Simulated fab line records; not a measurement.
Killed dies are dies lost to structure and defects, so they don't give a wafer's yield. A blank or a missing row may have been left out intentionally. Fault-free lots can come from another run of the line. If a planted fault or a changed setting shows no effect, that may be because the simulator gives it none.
What tool caused it? / flow n5_finfet / 12 lots with 36 wafers sampled at 3 steps, on a route of 1938 steps

== WHAT EACH GAUGE READ, for each wafer ==
N5_BEOL_M7_OVL_MEAS_12.
lot=L075; measured=day 10 09:11; on=overlay-02; M7_OVL (nm)=-0.3 0.6 0.3
lot=L078; measured=day 11 05:42; on=overlay-02; M7_OVL (nm)=-0.5 0.3 -0.2
lot=L079; measured=day 11 11:13; on=overlay-02; M7_OVL (nm)=0.4 0.4 0.6
lot=L081; measured=day 11 18:45; on=overlay-02; M7_OVL (nm)=-0.5 0.4 0.4
lot=L083; measured=day 12 11:08; on=overlay-01; M7_OVL (nm)=-0.7 -0.7 -0.2
lot=L086; measured=day 12 22:04; on=overlay-01; M7_OVL (nm)=1.7 1.5 -0.1
lot=L087; measured=day 13 08:23; on=overlay-01; M7_OVL (nm)=0.2 1.1 1.4
lot=L089; measured=day 13 19:13; on=overlay-02; M7_OVL (nm)=-0.6 -0.3 -0.2
lot=L091; measured=day 14 12:13; on=overlay-01; M7_OVL (nm)=-1.5 -0.3 -0.3
lot=L093; measured=day 14 20:25; on=overlay-02; M7_OVL (nm)=0.1 0.1 -0.1
lot=L095; measured=day 15 05:49; on=overlay-02; M7_OVL (nm)=-1.0 -0.3 -0.8
lot=L097; measured=day 16 09:11; on=overlay-02; M7_OVL (nm)=-0.9 -0.9 -1.5

== WHAT TOOL EACH LOT RAN ON (gives the tool, then ch and the chambers of the sampled wafers, and finally the start) ==
lot=L075; N5_BEOL_M6_CURE_75=uv_cure-03 ch 2, day 10 02:43; N5_BEOL_M6_PRE_CLEAN_45=pvd_sputter-02, day 10 03:06
lot=L078; N5_BEOL_M6_CURE_75=uv_cure-03 ch 2, day 11 00:47; N5_BEOL_M6_PRE_CLEAN_45=pvd_sputter-01, day 11 01:07
lot=L079; N5_BEOL_M6_CURE_75=uv_cure-02 ch 0, day 11 05:29; N5_BEOL_M6_PRE_CLEAN_45=pvd_sputter-02, day 11 06:08
lot=L081; N5_BEOL_M6_CURE_75=uv_cure-03 ch 2, day 11 13:16; N5_BEOL_M6_PRE_CLEAN_45=pvd_sputter-03, day 11 13:35
lot=L083; N5_BEOL_M6_CURE_75=uv_cure-03 ch 0, day 12 04:49; N5_BEOL_M6_PRE_CLEAN_45=pvd_sputter-02, day 12 05:37
lot=L086; N5_BEOL_M6_CURE_75=uv_cure-03 ch 0, day 12 12:59; N5_BEOL_M6_PRE_CLEAN_45=pvd_sputter-02, day 12 15:13
lot=L087; N5_BEOL_M6_CURE_75=uv_cure-03 ch 1, day 13 03:30; N5_BEOL_M6_PRE_CLEAN_45=pvd_sputter-02, day 13 04:08
lot=L089; N5_BEOL_M6_CURE_75=uv_cure-03 ch 2, day 13 13:45; N5_BEOL_M6_PRE_CLEAN_45=pvd_sputter-01, day 13 14:16
lot=L091; N5_BEOL_M6_CURE_75=uv_cure-03 ch 0, day 14 07:22; N5_BEOL_M6_PRE_CLEAN_45=pvd_sputter-01, day 14 07:57
lot=L093; N5_BEOL_M6_CURE_75=uv_cure-02 ch 2, day 14 16:26; N5_BEOL_M6_PRE_CLEAN_45=pvd_sputter-02, day 14 16:54
lot=L095; N5_BEOL_M6_CURE_75=uv_cure-02 ch 2, day 15 00:25; N5_BEOL_M6_PRE_CLEAN_45=pvd_sputter-02, day 15 01:53
lot=L097; N5_BEOL_M6_CURE_75=uv_cure-01 ch 1, day 16 03:05; N5_BEOL_M6_PRE_CLEAN_45=pvd_sputter-03, day 16 03:37
- N5_BEOL_M6_CURE_75: cures SiCOH lowk, time 120 s.
- N5_BEOL_M6_PRE_CLEAN_45: time 30 s.

== THE ANSWER, worked out from the rows above alone ==
Rule: what is usual is taken from the lots themselves. The widest of any qualifying gaps counts: lots, ordered by their means at a reading, are off when they make up no more than a third of the lots, leave a main group of 4 or more, and stand apart from it by 3 or more times the standard deviation of that group's means. If all means in a main group match to the digits the tables above print for the reading, that group is not used. Also off: a lot with no number at a reading for which 4 or more lots have one. All remaining lots with rows at the step are treated as sound.
Nothing can be told from this: no lot is off at any reading shown.

== WHAT THE SIMULATOR HAD PUT IN ==
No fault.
